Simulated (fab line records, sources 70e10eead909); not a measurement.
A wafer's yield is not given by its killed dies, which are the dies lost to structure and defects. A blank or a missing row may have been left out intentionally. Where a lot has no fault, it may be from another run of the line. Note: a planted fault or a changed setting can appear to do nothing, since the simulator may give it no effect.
Problem report in the 8D (eight disciplines) form, filled by code | flow nandHarc | the parts of the form that need people (team, actions taken, sign-off) are left out

1. PROBLEM STATEMENT
NHARC_A_CHANNEL_FILL_D1_ALD_03, susceptorTempC: mean 604.25 C on 3 wafers (1 lot); fault-free wafers 630.02 C, standard deviation 0.23. So: -99 or more standard deviations from the usual mean.
The step: deposits SiNx, target thk 6 nm, pulse time 60 s, ald cycles 58.
The first sign was on wafer L568.2 at day 14 12:42, on aldSinBatch-03. The record holds 24 wafers of 8 lots with a number at this step. By rule, "out" or "out of limits" means more than 4 standard deviations away from the usual mean. The other wafers with a number count as sound.

2. WHAT IT IS, AND WHAT IT ISN'T
question                    | is                     | is not
which readings at this step | susceptorTempC         | precursorPulseHeightRel
which lots                  | L568                   | L555, L560, L574, L575, L576, L577, L578
which wafers of those lots  | all that have a number | -
read on which tools         | aldSinBatch-03         | aldSinBatch-01, aldSinBatch-02
when                        | from day 14 12:42      | up to then (6 sound wafers); but 15 sound wafers of L574, L575, L576, L577, L578 came after

3. SUSPECTS, AND WHAT RULES EACH OUT
Counting: a tool stays on the suspect list if, at a process step up to the reading, it processed all lots that are out and no sound lot following the first of them.
- rieDiel-10 at NHARC_A_CHANNEL_HOLE_D1_ETCH_34 (etches the open film in CF4/CHF3, target depth 154 nm, time 77 s): ruled out as a lasting fault. After its first lot that is out, L568 (day 14 01:47), sound lots L574, L575, L576, L577, L578 ran on it. With no start given for some of its lots, NHARC_A_CHANNEL_HOLE_D1_ETCH_34 uses the hours and lot order of NHARC_A_CHANNEL_HOLE_D1_ETCH_23.
- harEtch-02 at NHARC_A_CHANNEL_HOLE_D1_ETCH_23 (etches the open film in C4F8/O2/Ar, time 819 s, target depth 1600 nm): ruled out as a lasting fault. After its first lot that is out, L568 (day 14 01:47), sound lots L574, L575, L576, L577 ran on it.
- harEtch-02 at NHARC_A_CHANNEL_HOLE_D1_ETCH_25 (etches the open film in C4F8/O2/Ar, time 1040.2 s, target depth 1500 nm): ruled out as a lasting fault. After its first lot that is out, L568 (day 14 04:47), sound lots L574, L575, L576, L577 ran on it.
- aldSinBatch-03 at NHARC_A_CHANNEL_FILL_D1_ALD_03 (deposits SiNx, target thk 6 nm, pulse time 60 s, ald cycles 58): ruled out as a lasting fault. After its first lot that is out, L568 (day 14 12:42), sound lots L576 ran on it.
Left after counting: nothing in the record.

4. THE CAUSE (what the simulator had put in)
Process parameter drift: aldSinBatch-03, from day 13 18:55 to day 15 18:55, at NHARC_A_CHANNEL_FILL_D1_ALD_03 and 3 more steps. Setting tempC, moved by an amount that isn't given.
Counting ruled it out, wrongly.

5. THE CHAIN OF EFFECTS, in route order
One row per reading whose mean, taken over the struck wafers that have a number, lies over 3 standard deviations from the usual. Scope: only readings with a usual standard deviation given in the record; hours: median across lots of the time from each lot's start at the first step in this table that gives one to its start at this step; sigmas: change in usual standard deviations.
hours | step                           | reading        | usual    | on struck wafers | change | sigmas
0     | NHARC_A_CHANNEL_FILL_D1_ALD_03 | susceptorTempC | 630.02 C | 604.25           | -25.77 | -99 or more
It contains these process steps:
- NHARC_A_CHANNEL_FILL_D1_ALD_03: deposits SiNx, target thk 6 nm, pulse time 60 s, ald cycles 58.
At these later measuring or inspecting steps, every struck wafer for which the step has a row has a number for every such reading, and none has moved that far: NHARC_END_SORT_01.

6. WHAT WOULD HAVE CAUGHT IT SOONER
The fault began at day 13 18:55; the first out-of-limits reading in this record came at day 14 12:42, 18 hours later.
